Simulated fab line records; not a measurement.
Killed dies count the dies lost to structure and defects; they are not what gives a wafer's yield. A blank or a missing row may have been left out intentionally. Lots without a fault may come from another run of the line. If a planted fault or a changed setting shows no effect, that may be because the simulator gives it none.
Matching of chambers	flow nand harc	NHARC_A_ZERO_WELL_ETCH_19 on rie diel-10: 4 sister chambers
The step etches the open film in N2/H2, target depth 80 nm, overetch 24 nm, time 87.88 s. 8 wafers are shown with their chamber, then 8 later ones without.

WAFERS PAIRED WITH THEIR CHAMBERS
wafer	chamber	rf vpp V (V)	bias w (W)
L814.1	0	430.9	150.0
L814.2	3	429.8	150.1
L815.1	1	427.8	150.3
L815.6	3	429.5	150.5
L824.2	2	432.5	150.3
L824.4	0	432.6	149.5
L824.5	1	427.2	150.3
L825.1	2	435.7	149.7

WAFERS WITH NO CHAMBER GIVEN
wafer	rf vpp V (V)	bias w (W)
L825.5	432.5	149.9
L825.6	426.8	150.0
L828.1	428.1	149.7
L828.2	432.6	150.2
L828.5	429.2	150.0
L830.1	429.3	149.6
L830.3	429.1	150.1
L830.6	426.9	150.0

EACH ONE'S CHAMBER
wafer	from the rows above	in truth
L825.5	can't be placed: 0 or 2 or 3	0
L825.6	can't be placed: 1 or 3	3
L828.1	can't be placed: 1 or 3 or 0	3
L828.2	can't be placed: 2 or 0 or 3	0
L828.5	can't be placed: 3 or 1 or 0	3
L830.1	can't be placed: 0 or 3 or 1 or 2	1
L830.3	can't be placed: 3 or 1 or 0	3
L830.6	can't be placed: 1 or 3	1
Placed correctly: 0 of 8. Cannot be placed on the basis of these rows: 8; the candidates contain the true chamber in 8. Wrongly placed: 0.
How it was worked out, from the rows above alone: a wafer's distance from a chamber is the root of the sum, over the readings, of the square of ((its reading less the chamber's mean) divided by the reading's scatter). If the next closest chamber is less than 2 further off than the closest, the wafer can't be placed; otherwise it belongs to the closest. The mean given for a chamber averages the wafers shown for that chamber. The scatter: take each reading less its chamber's mean, square it, sum over the shown wafers, divide by the number of wafers less the number of chambers, and take the root.
